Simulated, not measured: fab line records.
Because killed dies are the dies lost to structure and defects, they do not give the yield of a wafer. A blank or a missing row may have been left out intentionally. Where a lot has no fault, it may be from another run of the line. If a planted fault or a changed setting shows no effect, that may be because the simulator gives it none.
Comparing a struck lot with a sound one + flow n5_finfet + 15 out of 1938 route steps
Sound: wafers L581.1, L581.2, L581.4. Wafers L585.1, L585.4, L585.6 were the ones struck. Last of all comes the cause.
Per side, at each step with rows, come the tool, then ch with its chambers, and then its first start. Under that, the readings that differ: sound wafers + struck wafers + difference of the means + sigmas: that difference in standard deviations of wafers without a fault.
alike: words and numbers the same on both sides, and readings whose means are apart by under 2 such deviations; not compared: readings that were withheld, readings missing a value for some wafer, numbers with overlapping values and no deviation given by the record, and bounds like >300 which may hide the same value.
The two part at a step that has a row with sigmas, a row that says differs or no value, or rows on one side only. Numbers that don't overlap but have no deviation are shown without sigmas and don't part them. A reading that every wafer of one side lacks parts them only if that side has two wafers or more.

first, 7 steps without rows for these wafers: N5_WELL_APT_COAT_19 (resist thk 950 nm); N5_WELL_APT_EBR_21; N5_WELL_APT_SOFTBAKE_20 (time 60 s); N5_WELL_APT_EXPOSE_22 (exposes mask PWELL, defocus 0 nm, target cd 200 nm); N5_WELL_APT_PEB_23 (peb time 90 s); N5_WELL_APT_DEVELOP_24 (develop time 45 s); N5_WELL_APT_HARDBAKE_29 (time 120 s).
N5_WELL_APT_CD_MEAS_25 targets a cd of 200 nm.
  sound on cd_sem-02 ch 0, day 2 08:50; struck on cd_sem-01 ch 0, day 3 08:53
  alike: cd_nm
N5_WELL_APT_OVL_MEAS_26:
  sound on overlay-02 ch 0, day 2 08:52; struck on overlay-01 ch 0, day 3 08:55
  alike: PWELL_OVL
N5_WELL_APT_INSPECT_27: inspects for defects (macro).
  sound on defect_inspect-02, day 2 08:53; struck on defect_inspect-02, day 3 08:56
  alike: raw_defect_count
N5_WELL_APT_DESCUM_30: chemistry O2, time 7.9 s.
  sound on rie_diel-06 ch 2,3, day 2 08:56; struck on rie_diel-06 ch 0,1,3, day 3 08:58
  alike: drypump_motor_current_A, oes_product_au, rf_vpp_V, showerhead_plenum_p_Torr, temp_c, throttle_valve_pct
  not compared: rf_hours_counter_h
after that, 1 step had no rows for these wafers: N5_WELL_APT_IMPLANT_31.
N5_WELL_APT_IMPLANT_32:
  sound on implanter-01 ch 0, day 2 09:13; struck on implanter-01 ch 0, day 3 09:15
| reading            | sound                            | struck                           | difference  | sigmas      |
|--------------------|----------------------------------|----------------------------------|-------------|-------------|
| dose_ions_cm2      | 2.0045e+13 2.0021e+13 2.0011e+13 | 2.3146e+13 2.3177e+13 2.3211e+13 | +3.1523e+12 | +99 or more |
| faraday_current_uA | 268 253 254                      | 286 292 295                      | +33         | +6          |
then, 2 steps without rows for these wafers: N5_WELL_APT_STRIP_33 (strips in SPM, time 900 s); N5_PASSIVATION_PROBE_49.

== WHERE THEY PART ==
Only at N5_WELL_APT_IMPLANT_32, within this record.

WHY: what the simulator had put in
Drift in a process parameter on implanter-01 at N5_WELL_APT_IMPLANT_32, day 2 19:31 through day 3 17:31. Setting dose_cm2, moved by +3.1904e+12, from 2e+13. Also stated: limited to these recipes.
